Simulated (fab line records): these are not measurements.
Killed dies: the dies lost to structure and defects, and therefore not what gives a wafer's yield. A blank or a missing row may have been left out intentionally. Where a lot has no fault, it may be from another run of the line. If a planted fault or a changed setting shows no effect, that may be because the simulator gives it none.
What tool caused it? || flow n5-finfet || 24 lots, 72 wafers sampled, at 4 steps of a route of 1938

== WHAT THE GAUGES READ, wafer by wafer ==
N5_BEOL_M4_THK_MEAS_53: measures by xrf.
{"lot": "L074", "measured": "day 7 17:23", "on": "film-metro-02", "M4_THK (nm)": "42.6 40.2 41.7"}
{"lot": "L075", "measured": "day 8 10:05", "on": "film-metro-01", "M4_THK (nm)": "37.1 37.9 38.4"}
{"lot": "L077", "measured": "day 8 12:45", "on": "film-metro-01", "M4_THK (nm)": "38.2 38.1 42.9"}
{"lot": "L076", "measured": "day 8 23:03", "on": "film-metro-01", "M4_THK (nm)": "39.6 41.4 39.7"}
{"lot": "L078", "measured": "day 9 03:27", "on": "film-metro-02", "M4_THK (nm)": "40.6 40.3 40.2"}
{"lot": "L079", "measured": "day 9 05:29", "on": "film-metro-01", "M4_THK (nm)": "39.9 38.6 37.7"}
{"lot": "L080", "measured": "day 9 06:02", "on": "film-metro-02", "M4_THK (nm)": "39.2 40.2 41.1"}
{"lot": "L081", "measured": "day 9 07:19", "on": "film-metro-01", "M4_THK (nm)": "37.4 39.7 39.8"}
{"lot": "L082", "measured": "day 10 16:37", "on": "film-metro-01", "M4_THK (nm)": "37.4 41.4 40.8"}
{"lot": "L083", "measured": "day 10 17:22", "on": "film-metro-02", "M4_THK (nm)": "43.0 38.3 43.4"}
{"lot": "L084", "measured": "day 10 22:27", "on": "film-metro-01", "M4_THK (nm)": "40.6 39.5 42.6"}
{"lot": "L085", "measured": "day 11 15:32", "on": "film-metro-01", "M4_THK (nm)": "38.9 40.3 39.4"}
{"lot": "L086", "measured": "day 11 15:58", "on": "film-metro-01", "M4_THK (nm)": "41.8 39.8 41.1"}
{"lot": "L088", "measured": "day 12 04:31", "on": "film-metro-02", "M4_THK (nm)": "41.7 38.1 42.1"}
{"lot": "L087", "measured": "day 12 10:47", "on": "film-metro-01", "M4_THK (nm)": "39.8 42.4 40.0"}
{"lot": "L090", "measured": "day 12 19:32", "on": "film-metro-02", "M4_THK (nm)": "40.5 40.6 39.7"}
{"lot": "L089", "measured": "day 12 20:03", "on": "film-metro-01", "M4_THK (nm)": "37.8 36.2 35.6"}
{"lot": "L091", "measured": "day 13 10:50", "on": "film-metro-01", "M4_THK (nm)": "40.2 40.4 41.8"}
{"lot": "L092", "measured": "day 13 13:06", "on": "film-metro-01", "M4_THK (nm)": "40.3 40.4 39.2"}
{"lot": "L095", "measured": "day 13 17:43", "on": "film-metro-02", "M4_THK (nm)": "42.9 41.9 41.3"}
{"lot": "L093", "measured": "day 13 19:56", "on": "film-metro-02", "M4_THK (nm)": "43.0 41.1 42.2"}
{"lot": "L097", "measured": "day 14 00:47", "on": "film-metro-02", "M4_THK (nm)": "43.3 40.8 41.6"}
{"lot": "L094", "measured": "day 14 06:17", "on": "film-metro-02", "M4_THK (nm)": "41.6 41.8 42.4"}
{"lot": "L096", "measured": "day 14 12:40", "on": "film-metro-02", "M4_THK (nm)": "39.5 44.1 38.6"}

N5_BEOL_M5_CD_MEAS_28: target cd 30.6 nm, target cd y 20 nm.
{"lot": "L074", "measured": "day 7 23:23", "on": "cd-sem-03", "cd-nm (nm)": "30.61 30.13 30.18"}
{"lot": "L075", "measured": "day 8 16:24", "on": "cd-sem-01", "cd-nm (nm)": "30.74 30.35 30.82"}
{"lot": "L077", "measured": "day 8 16:36", "on": "cd-sem-01", "cd-nm (nm)": "30.36 30.96 30.43"}
{"lot": "L076", "measured": "day 9 04:20", "on": "cd-sem-03", "cd-nm (nm)": "30.19 29.99 30.50"}
{"lot": "L078", "measured": "day 9 09:16", "on": "cd-sem-03", "cd-nm (nm)": "30.52 30.43 30.44"}
{"lot": "L079", "measured": "day 9 09:35", "on": "cd-sem-02", "cd-nm (nm)": "30.18 30.36 30.01"}
{"lot": "L080", "measured": "day 9 14:26", "on": "cd-sem-03", "cd-nm (nm)": "30.55 30.41 30.64"}
{"lot": "L081", "measured": "day 9 14:16", "on": "cd-sem-01", "cd-nm (nm)": "30.32 30.58 30.49"}
{"lot": "L082", "measured": "day 10 21:28", "on": "cd-sem-02", "cd-nm (nm)": "31.14 30.92 31.20"}
{"lot": "L083", "measured": "day 10 21:46", "on": "cd-sem-02", "cd-nm (nm)": "30.57 30.81 30.69"}
{"lot": "L084", "measured": "day 11 09:02", "on": "cd-sem-03", "cd-nm (nm)": "30.74 30.38 31.35"}
{"lot": "L085", "measured": "day 11 21:56", "on": "cd-sem-01", "cd-nm (nm)": "30.48 30.55 30.34"}
{"lot": "L086", "measured": "day 11 21:51", "on": "cd-sem-01", "cd-nm (nm)": "30.16 30.49 30.74"}
{"lot": "L088", "measured": "day 12 09:04", "on": "cd-sem-02", "cd-nm (nm)": "30.61 30.79 30.98"}
{"lot": "L087", "measured": "day 12 15:47", "on": "cd-sem-01", "cd-nm (nm)": "30.31 30.18 30.63"}
{"lot": "L090", "measured": "day 13 00:48", "on": "cd-sem-01", "cd-nm (nm)": "30.66 30.50 30.34"}
{"lot": "L089", "measured": "day 13 00:59", "on": "cd-sem-01", "cd-nm (nm)": "30.73 30.39 31.19"}
{"lot": "L091", "measured": "day 13 15:13", "on": "cd-sem-01", "cd-nm (nm)": "30.68 30.74 30.53"}
{"lot": "L092", "measured": "day 13 18:55", "on": "cd-sem-02", "cd-nm (nm)": "30.77 30.55 30.34"}
{"lot": "L095", "measured": "day 14 00:13", "on": "cd-sem-03", "cd-nm (nm)": "30.28 30.44 30.11"}
{"lot": "L093", "measured": "day 14 00:23", "on": "cd-sem-02", "cd-nm (nm)": "30.81 30.66 30.73"}
{"lot": "L097", "measured": "day 14 08:17", "on": "cd-sem-03", "cd-nm (nm)": "30.29 30.29 30.40"}
{"lot": "L094", "measured": "day 14 12:02", "on": "cd-sem-02", "cd-nm (nm)": "30.29 30.71 30.47"}
{"lot": "L096", "measured": "day 14 18:31", "on": "cd-sem-01", "cd-nm (nm)": "30.57 30.44 30.11"}

N5_BEOL_M5_OVL_MEAS_29.
{"lot": "L074", "measured": "day 7 23:26", "on": "overlay-02", "V4_OVL (nm)": "-0.9 -1.9 -1.7"}
{"lot": "L075", "measured": "day 8 16:26", "on": "overlay-01", "V4_OVL (nm)": "-0.2 -0.2 -0.3"}
{"lot": "L077", "measured": "day 8 16:38", "on": "overlay-01", "V4_OVL (nm)": "-0.9 -1.2 -0.7"}
{"lot": "L076", "measured": "day 9 04:23", "on": "overlay-02", "V4_OVL (nm)": "-0.8 -1.8 -0.6"}
{"lot": "L078", "measured": "day 9 09:17", "on": "overlay-01", "V4_OVL (nm)": "-0.9 -1.1 -1.3"}
{"lot": "L079", "measured": "day 9 09:38", "on": "overlay-01", "V4_OVL (nm)": "0.2 -0.3 -0.3"}
{"lot": "L080", "measured": "day 9 14:28", "on": "overlay-01", "V4_OVL (nm)": "-1.3 -1.0 -1.8"}
{"lot": "L081", "measured": "day 9 14:18", "on": "overlay-02", "V4_OVL (nm)": "0.5 0.1 0.6"}
{"lot": "L082", "measured": "day 10 21:31", "on": "overlay-02", "V4_OVL (nm)": "-0.6 -0.2 -0.8"}
{"lot": "L083", "measured": "day 10 21:49", "on": "overlay-01", "V4_OVL (nm)": "-0.8 -1.5 -1.0"}
{"lot": "L084", "measured": "day 11 09:05", "on": "overlay-02", "V4_OVL (nm)": "-0.5 -1.2 -0.7"}
{"lot": "L085", "measured": "day 11 21:58", "on": "overlay-01", "V4_OVL (nm)": "0.3 -0.7 0.2"}
{"lot": "L086", "measured": "day 11 21:53", "on": "overlay-02", "V4_OVL (nm)": "-1.2 0.5 -0.4"}
{"lot": "L088", "measured": "day 12 09:06", "on": "overlay-01", "V4_OVL (nm)": "-1.2 -1.4 -0.2"}
{"lot": "L087", "measured": "day 12 15:50", "on": "overlay-01", "V4_OVL (nm)": "-1.0 -0.2 -1.0"}
{"lot": "L090", "measured": "day 13 00:50", "on": "overlay-01", "V4_OVL (nm)": "-1.5 -1.7 -1.1"}
{"lot": "L089", "measured": "day 13 01:01", "on": "overlay-02", "V4_OVL (nm)": "-0.7 -1.0 -1.0"}
{"lot": "L091", "measured": "day 13 15:14", "on": "overlay-02", "V4_OVL (nm)": "0.1 -1.3 0.3"}
{"lot": "L092", "measured": "day 13 18:57", "on": "overlay-01", "V4_OVL (nm)": "-0.5 -0.4 0.0"}
{"lot": "L095", "measured": "day 14 00:14", "on": "overlay-01", "V4_OVL (nm)": "-0.9 -0.2 -0.6"}
{"lot": "L093", "measured": "day 14 00:25", "on": "overlay-02", "V4_OVL (nm)": "-1.6 -1.1 -2.2"}
{"lot": "L097", "measured": "day 14 08:19", "on": "overlay-02", "V4_OVL (nm)": "-0.8 -0.7 -0.3"}
{"lot": "L094", "measured": "day 14 12:04", "on": "overlay-02", "V4_OVL (nm)": "1.1 0.3 1.4"}
{"lot": "L096", "measured": "day 14 18:33", "on": "overlay-01", "V4_OVL (nm)": "-1.3 -1.5 -0.6"}

== WHAT TOOL EACH LOT RAN ON (gives the tool, then ch and the chambers of the sampled wafers, and finally the start) ==
{"lot": "L074", "N5_BEOL_M5_STRIP_19": "rie-diel-01 ch 0,1,2, day 7 21:46"}
{"lot": "L075", "N5_BEOL_M5_STRIP_19": "rie-diel-03 ch 0,1,3, day 8 14:54"}
{"lot": "L077", "N5_BEOL_M5_STRIP_19": "rie-diel-03 ch 1,2,3, day 8 15:41"}
{"lot": "L076", "N5_BEOL_M5_STRIP_19": "rie-diel-02 ch 1,2,3, day 9 03:41"}
{"lot": "L078", "N5_BEOL_M5_STRIP_19": "rie-diel-01 ch 0,1,3, day 9 07:17"}
{"lot": "L079", "N5_BEOL_M5_STRIP_19": "rie-diel-01 ch 0,2, day 9 09:07"}
{"lot": "L080", "N5_BEOL_M5_STRIP_19": "rie-diel-02 ch 0,1,3, day 9 12:18"}
{"lot": "L081", "N5_BEOL_M5_STRIP_19": "rie-diel-02 ch 0,1, day 9 12:31"}
{"lot": "L082", "N5_BEOL_M5_STRIP_19": "rie-diel-01 ch 0,1, day 10 21:02"}
{"lot": "L083", "N5_BEOL_M5_STRIP_19": "rie-diel-02 ch 0,1, day 10 21:19"}
{"lot": "L084", "N5_BEOL_M5_STRIP_19": "rie-diel-01 ch 0,1,2, day 11 05:50"}
{"lot": "L085", "N5_BEOL_M5_STRIP_19": "rie-diel-03 ch 0,2,3, day 11 19:50"}
{"lot": "L086", "N5_BEOL_M5_STRIP_19": "rie-diel-01 ch 0,1, day 11 20:19"}
{"lot": "L088", "N5_BEOL_M5_STRIP_19": "rie-diel-01 ch 0,1,3, day 12 08:41"}
{"lot": "L087", "N5_BEOL_M5_STRIP_19": "rie-diel-01 ch 1,2, day 12 15:23"}
{"lot": "L090", "N5_BEOL_M5_STRIP_19": "rie-diel-01 ch 2,3, day 12 23:10"}
{"lot": "L089", "N5_BEOL_M5_STRIP_19": "rie-diel-02 ch 1,2,3, day 13 00:02"}
{"lot": "L091", "N5_BEOL_M5_STRIP_19": "rie-diel-01 ch 0,2,3, day 13 14:38"}
{"lot": "L092", "N5_BEOL_M5_STRIP_19": "rie-diel-01 ch 0,1,3, day 13 17:02"}
{"lot": "L095", "N5_BEOL_M5_STRIP_19": "rie-diel-02 ch 0,2,3, day 13 22:37"}
{"lot": "L093", "N5_BEOL_M5_STRIP_19": "rie-diel-02 ch 0,1,3, day 13 23:34"}
{"lot": "L097", "N5_BEOL_M5_STRIP_19": "rie-diel-02 ch 0,1,3, day 14 04:58"}
{"lot": "L094", "N5_BEOL_M5_STRIP_19": "rie-diel-03 ch 0,2, day 14 10:11"}
{"lot": "L096", "N5_BEOL_M5_STRIP_19": "rie-diel-03 ch 0,2,3, day 14 15:51"}
- N5_BEOL_M5_STRIP_19: strips in O2.

== AS READ BY THE TOOLS THEMSELVES (means over the sampled wafers that have a number; for cases with no such wafer, the mark the record gives instead) ==
N5_BEOL_M5_STRIP_19.
{"lot": "L074", "tool": "rie-diel-01", "drypump-motor-current-A (A)": 6.1, "oes-product-au (a.u.)": 0.86, "rf-vpp-V (V)": 3.8, "showerhead-plenum-p-Torr (Torr)": 2.11, "throttle-valve-pct (%)": 16.56}
{"lot": "L075", "tool": "rie-diel-03", "drypump-motor-current-A (A)": 5.8, "oes-product-au (a.u.)": 0.83, "rf-vpp-V (V)": 3.7, "showerhead-plenum-p-Torr (Torr)": 2.12, "throttle-valve-pct (%)": 16.60}
{"lot": "L077", "tool": "rie-diel-03", "drypump-motor-current-A (A)": 6.3, "oes-product-au (a.u.)": 0.79, "rf-vpp-V (V)": 3.0, "showerhead-plenum-p-Torr (Torr)": 2.10, "throttle-valve-pct (%)": 16.67}
{"lot": "L076", "tool": "rie-diel-02", "drypump-motor-current-A (A)": 5.7, "oes-product-au (a.u.)": 0.71, "rf-vpp-V (V)": 3.9, "showerhead-plenum-p-Torr (Torr)": 1.99, "throttle-valve-pct (%)": 16.84}
{"lot": "L078", "tool": "rie-diel-01", "drypump-motor-current-A (A)": 6.0, "oes-product-au (a.u.)": 0.85, "rf-vpp-V (V)": 3.5, "showerhead-plenum-p-Torr (Torr)": 2.07, "throttle-valve-pct (%)": 16.52}
{"lot": "L079", "tool": "rie-diel-01", "drypump-motor-current-A (A)": 6.1, "oes-product-au (a.u.)": 0.86, "rf-vpp-V (V)": 3.9, "showerhead-plenum-p-Torr (Torr)": 2.12, "throttle-valve-pct (%)": 16.38}
{"lot": "L080", "tool": "rie-diel-02", "drypump-motor-current-A (A)": 6.1, "oes-product-au (a.u.)": 0.78, "rf-vpp-V (V)": 3.6, "showerhead-plenum-p-Torr (Torr)": 2.05, "throttle-valve-pct (%)": 16.65}
{"lot": "L081", "tool": "rie-diel-02", "drypump-motor-current-A (A)": 6.4, "oes-product-au (a.u.)": 0.83, "rf-vpp-V (V)": 4.1, "showerhead-plenum-p-Torr (Torr)": 2.11, "throttle-valve-pct (%)": 16.62}
{"lot": "L082", "tool": "rie-diel-01", "drypump-motor-current-A (A)": 6.1, "oes-product-au (a.u.)": 0.90, "rf-vpp-V (V)": 4.2, "showerhead-plenum-p-Torr (Torr)": 2.07, "throttle-valve-pct (%)": 16.56}
{"lot": "L083", "tool": "rie-diel-02", "drypump-motor-current-A (A)": 6.0, "oes-product-au (a.u.)": 0.77, "rf-vpp-V (V)": 3.3, "showerhead-plenum-p-Torr (Torr)": 2.05, "throttle-valve-pct (%)": 16.90}
{"lot": "L084", "tool": "rie-diel-01", "drypump-motor-current-A (A)": 6.1, "oes-product-au (a.u.)": 0.84, "rf-vpp-V (V)": 4.3, "showerhead-plenum-p-Torr (Torr)": 2.11, "throttle-valve-pct (%)": 16.60}
{"lot": "L085", "tool": "rie-diel-03", "drypump-motor-current-A (A)": 6.1, "oes-product-au (a.u.)": 0.72, "rf-vpp-V (V)": 3.6, "showerhead-plenum-p-Torr (Torr)": 2.12, "throttle-valve-pct (%)": 16.81}
{"lot": "L086", "tool": "rie-diel-01", "drypump-motor-current-A (A)": 6.1, "oes-product-au (a.u.)": 0.88, "rf-vpp-V (V)": 3.4, "showerhead-plenum-p-Torr (Torr)": 2.07, "throttle-valve-pct (%)": 16.57}
{"lot": "L088", "tool": "rie-diel-01", "drypump-motor-current-A (A)": 6.0, "oes-product-au (a.u.)": 0.82, "rf-vpp-V (V)": 4.2, "showerhead-plenum-p-Torr (Torr)": 2.07, "throttle-valve-pct (%)": 16.56}
{"lot": "L087", "tool": "rie-diel-01", "drypump-motor-current-A (A)": 6.1, "oes-product-au (a.u.)": 0.81, "rf-vpp-V (V)": 3.3, "showerhead-plenum-p-Torr (Torr)": 2.08, "throttle-valve-pct (%)": 16.80}
{"lot": "L090", "tool": "rie-diel-01", "drypump-motor-current-A (A)": 6.0, "oes-product-au (a.u.)": 0.70, "rf-vpp-V (V)": 3.7, "showerhead-plenum-p-Torr (Torr)": 2.12, "throttle-valve-pct (%)": 16.80}
{"lot": "L089", "tool": "rie-diel-02", "drypump-motor-current-A (A)": 5.8, "oes-product-au (a.u.)": 0.80, "rf-vpp-V (V)": 3.4, "showerhead-plenum-p-Torr (Torr)": 2.07, "throttle-valve-pct (%)": 16.75}
{"lot": "L091", "tool": "rie-diel-01", "drypump-motor-current-A (A)": 6.0, "oes-product-au (a.u.)": 0.76, "rf-vpp-V (V)": 3.4, "showerhead-plenum-p-Torr (Torr)": 2.10, "throttle-valve-pct (%)": 16.61}
{"lot": "L092", "tool": "rie-diel-01", "drypump-motor-current-A (A)": 6.1, "oes-product-au (a.u.)": 0.81, "rf-vpp-V (V)": 3.5, "showerhead-plenum-p-Torr (Torr)": 2.06, "throttle-valve-pct (%)": 16.58}
{"lot": "L095", "tool": "rie-diel-02", "drypump-motor-current-A (A)": 6.1, "oes-product-au (a.u.)": 0.82, "rf-vpp-V (V)": 3.8, "showerhead-plenum-p-Torr (Torr)": 2.10, "throttle-valve-pct (%)": 16.49}
{"lot": "L093", "tool": "rie-diel-02", "drypump-motor-current-A (A)": 6.1, "oes-product-au (a.u.)": 0.75, "rf-vpp-V (V)": 3.6, "showerhead-plenum-p-Torr (Torr)": 2.04, "throttle-valve-pct (%)": 16.70}
{"lot": "L097", "tool": "rie-diel-02", "drypump-motor-current-A (A)": 6.1, "oes-product-au (a.u.)": 0.75, "rf-vpp-V (V)": 3.8, "showerhead-plenum-p-Torr (Torr)": 2.04, "throttle-valve-pct (%)": 16.72}
{"lot": "L094", "tool": "rie-diel-03", "drypump-motor-current-A (A)": 6.1, "oes-product-au (a.u.)": 0.89, "rf-vpp-V (V)": 3.3, "showerhead-plenum-p-Torr (Torr)": 2.09, "throttle-valve-pct (%)": 16.60}
{"lot": "L096", "tool": "rie-diel-03", "drypump-motor-current-A (A)": 6.1, "oes-product-au (a.u.)": 0.79, "rf-vpp-V (V)": 3.9, "showerhead-plenum-p-Torr (Torr)": 2.11, "throttle-valve-pct (%)": 16.70}

== THE ANSWER, worked out from the rows above alone ==
Rule: usual is defined by the lots themselves. Put in order of their means at a reading, lots are off if they are a third of the lots or fewer, leave a main group of 4 or more, and stand apart from it by a gap of 3 or more times the standard deviation of the main group's means; of several such gaps the widest counts. If all means in a main group match to the digits the tables above print for the reading, that group is not used. Also off: a lot with no number at a reading for which 4 or more lots have one. The other lots that the step has rows for count as sound. After the gauges, taken in route order, come the tools' own readings; for these a lot's mean is taken, as printed above. The first step at which some lot is off is used, and at that step the reading that is off furthest; a lot without a number counts as furthest.
Nothing can be told from this: no lot is off at any reading shown.

== WHAT THE SIMULATOR PUT IN ==
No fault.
